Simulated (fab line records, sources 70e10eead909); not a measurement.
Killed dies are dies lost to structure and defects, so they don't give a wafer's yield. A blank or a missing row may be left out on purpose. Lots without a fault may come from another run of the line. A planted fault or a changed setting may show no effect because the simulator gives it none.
A struck lot beside a sound one | flow nand_harc | 13 steps out of a route of 1159
Sound: wafers L475.2, L475.3, L475.5. Struck: wafers L470.2, L470.4, L470.5. The cause comes at the end.
At each step with rows: each side's tool, then ch and its chambers, then its first start. Under that, the readings that differ: sound wafers | struck wafers | difference of the means | sigmas: that difference in standard deviations of wafers without a fault.
alike: readings whose means differ by less than 2 such deviations, and words and numbers that are the same on both sides. not compared: withheld readings, readings that some wafer has no value for, bounds like >300 that may hide the same value, and numbers for which the record gives no deviation and whose values overlap.
The two part at a step that has a row with sigmas, a row that says differs or no value, or rows on one side only. Numbers that don't overlap but have no deviation are shown without sigmas and don't part them. A reading that every wafer of one side lacks parts them only if that side has two wafers or more.

NHARC_P_M1_INSPECT_27:
  sound on defect_inspect-01, day 10 01:44; struck on defect_inspect-01, day 8 15:14
  alike: raw_defect_count
NHARC_P_M1_PRE_CLEAN_32: time 12 s.
  sound on pecvd-03 ch 0,1,2, day 10 01:47; struck on pecvd-01 ch 0,1,2, day 8 15:18
  alike: heater_power_w
  not compared: since_wet_clean_h
NHARC_P_M1_DEP_33: deposits SiCN, target thk 30 nm.
  sound on pecvd-03 ch 0,1,2, day 10 01:52; struck on pecvd-01 ch 0,1,2, day 8 15:23
  alike: heater_power_w
  not compared: since_wet_clean_h
then, 8 steps without rows for these wafers: NHARC_P_M2_DEP_00 (deposits SiOC, target thk 182.5 nm); NHARC_P_M2_DEHYDRATE_01 (time 120 s); NHARC_P_M2_HMDS_02 (time 30 s); NHARC_P_M2_COAT_34 (time 65 s); NHARC_P_M2_COAT_03 (resist thk 90 nm); NHARC_P_M2_SOFTBAKE_04 (time 55 s); NHARC_P_M2_EBR_05; NHARC_P_M2_EXPOSE_06 (exposes mask P M2, target cd 170 nm).
NHARC_P_M2_PEB_07: peb time 65 s.
  sound on litho_track-01 ch 0, day 10 03:04; struck on litho_track-06, day 8 16:32
  no value came back on the struck wafers for chill_plate_temp_C (C), exhaust_pa (Pa), resist_line_temp_C (C); on the sound wafers chill_plate_temp_C (C) reads 22.99 22.95 23.02
then, 1 step without rows for these wafers: NHARC_P_M2_DEVELOP_08 (develop time 35 s).

WHERE THEY PART
Only at NHARC_P_M2_PEB_07, within this record.

WHY: what the simulator had put in
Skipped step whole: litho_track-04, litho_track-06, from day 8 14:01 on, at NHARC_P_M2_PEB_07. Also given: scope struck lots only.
